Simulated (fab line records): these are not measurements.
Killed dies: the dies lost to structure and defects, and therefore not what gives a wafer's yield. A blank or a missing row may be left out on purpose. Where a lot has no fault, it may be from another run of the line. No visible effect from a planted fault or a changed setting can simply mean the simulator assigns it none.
Which tool was responsible? || flow nandHarc || Sampling: 6 lots, 17 wafers, 4 of 1302 route steps

== WHAT THE GAUGES READ, wafer by wafer ==
NHARC_A_ONON_D1_THK_MEAS_02: measures by ellipsometry.
{"lot": "L999", "measured": "day 8 12:07", "on": "filmMetro-01", "thkNm (nm)": "1008 1007 1008"}
{"lot": "L101", "measured": "day 9 14:05", "on": "filmMetro-01", "thkNm (nm)": "984 982 983"}
{"lot": "L104", "measured": "day 10 17:14", "on": "filmMetro-02", "thkNm (nm)": "1021 1021 1021"}
{"lot": "L107", "measured": "day 12 03:17", "on": "filmMetro-02", "thkNm (nm)": "999 712"}
{"lot": "L116", "measured": "day 15 16:35", "on": "filmMetro-01", "thkNm (nm)": "1018 1018 1017"}
{"lot": "L118", "measured": "day 16 14:38", "on": "filmMetro-01", "thkNm (nm)": "1003 1003 1004"}

== TOOL THAT RAN EACH LOT (tool first, then ch and the chambers of the sampled wafers, then the start) ==
{"lot": "L999", "NHARC_P_BONDPAD_ETCH_24": "rieDiel-03 ch 2,3, day 7 12:26 or earlier", "NHARC_P_BONDPAD_CMP_19": "cmp-03 ch 0,1,3, day 7 12:26", "NHARC_A_ONON_D1_DEP_00": "pecvdOnon-02 ch 0, day 8 11:37"}
{"lot": "L101", "NHARC_P_BONDPAD_ETCH_24": "rieDiel-03 ch 1,3, day 8 12:10", "NHARC_P_BONDPAD_CMP_19": "cmp-03 ch 1,2,3, day 8 13:46", "NHARC_A_ONON_D1_DEP_00": "pecvdOnon-02 ch 0, day 9 13:38"}
{"lot": "L104", "NHARC_P_BONDPAD_ETCH_24": "rieDiel-03 ch 0,2,3, day 9 16:53 or earlier", "NHARC_P_BONDPAD_CMP_19": "cmp-02 ch 0,2,3, day 9 16:53", "NHARC_A_ONON_D1_DEP_00": "pecvdOnon-02 ch 0, day 10 16:43"}
{"lot": "L107", "NHARC_P_BONDPAD_ETCH_24": "rieDiel-04 ch 0,2, day 10 23:55", "NHARC_P_BONDPAD_CMP_19": "cmp-02 ch 0,1, day 11 01:27", "NHARC_A_ONON_D1_DEP_00": "pecvdOnon-03 ch 0, day 12 02:46"}
{"lot": "L116", "NHARC_P_BONDPAD_ETCH_24": "rieDiel-03 ch 0,1,2, day 14 16:29 or earlier", "NHARC_P_BONDPAD_CMP_19": "cmp-02 ch 1,2,3, day 14 16:29", "NHARC_A_ONON_D1_DEP_00": "pecvdOnon-02 ch 0, day 15 16:04"}
{"lot": "L118", "NHARC_P_BONDPAD_ETCH_24": "rieDiel-04 ch 0,2,3, day 15 13:57 or earlier", "NHARC_P_BONDPAD_CMP_19": "cmp-02 ch 0,2, day 15 13:57", "NHARC_A_ONON_D1_DEP_00": "pecvdOnon-01 ch 0, day 16 14:07"}
- NHARC_P_BONDPAD_ETCH_24: etches the open film in CF4/N2, target depth 30 nm, time 72.99 s.
- NHARC_P_BONDPAD_CMP_19: polishes, t overpolish 30 s, cu recess touch 16 s, target thk 160.81 nm.
- NHARC_A_ONON_D1_DEP_00: target thk 1000 nm.

== THE ANSWER, worked out from the rows above alone ==
Rule: the usual values come from the lots themselves. Put in order of their means at a reading, lots are off if they are a third of the lots or fewer, leave a main group of 4 or more, and stand apart from it by a gap of 3 or more times the standard deviation of the main group's means; of several such gaps the widest counts. If all means in a main group match to the digits the tables above print for the reading, that group is not used. A lot without any number at a reading at which 4 lots or more have one is off too. Where the step has rows for the other lots, those lots are counted as sound.
Off at NHARC_A_ONON_D1_THK_MEAS_02 (thkNm): L107. The main group has a mean of 1007 nm with a standard deviation of 13.
If a tool, at a process step before that reading, ran all the lots that are off and no sound lot after the first of them, it fits. Those tools and the gauges at NHARC_A_ONON_D1_THK_MEAS_02 are tried in the same way. NHARC_P_BONDPAD_ETCH_24 gives no start for some lots, so the hours and the order of its lots are those of NHARC_P_BONDPAD_CMP_19. 2 tools fit, pecvdOnon-03 at NHARC_A_ONON_D1_DEP_00 and filmMetro-02 at NHARC_A_ONON_D1_THK_MEAS_02, so this cannot tell which one it is.

== WHAT THE SIMULATOR HAD INSERTED ==
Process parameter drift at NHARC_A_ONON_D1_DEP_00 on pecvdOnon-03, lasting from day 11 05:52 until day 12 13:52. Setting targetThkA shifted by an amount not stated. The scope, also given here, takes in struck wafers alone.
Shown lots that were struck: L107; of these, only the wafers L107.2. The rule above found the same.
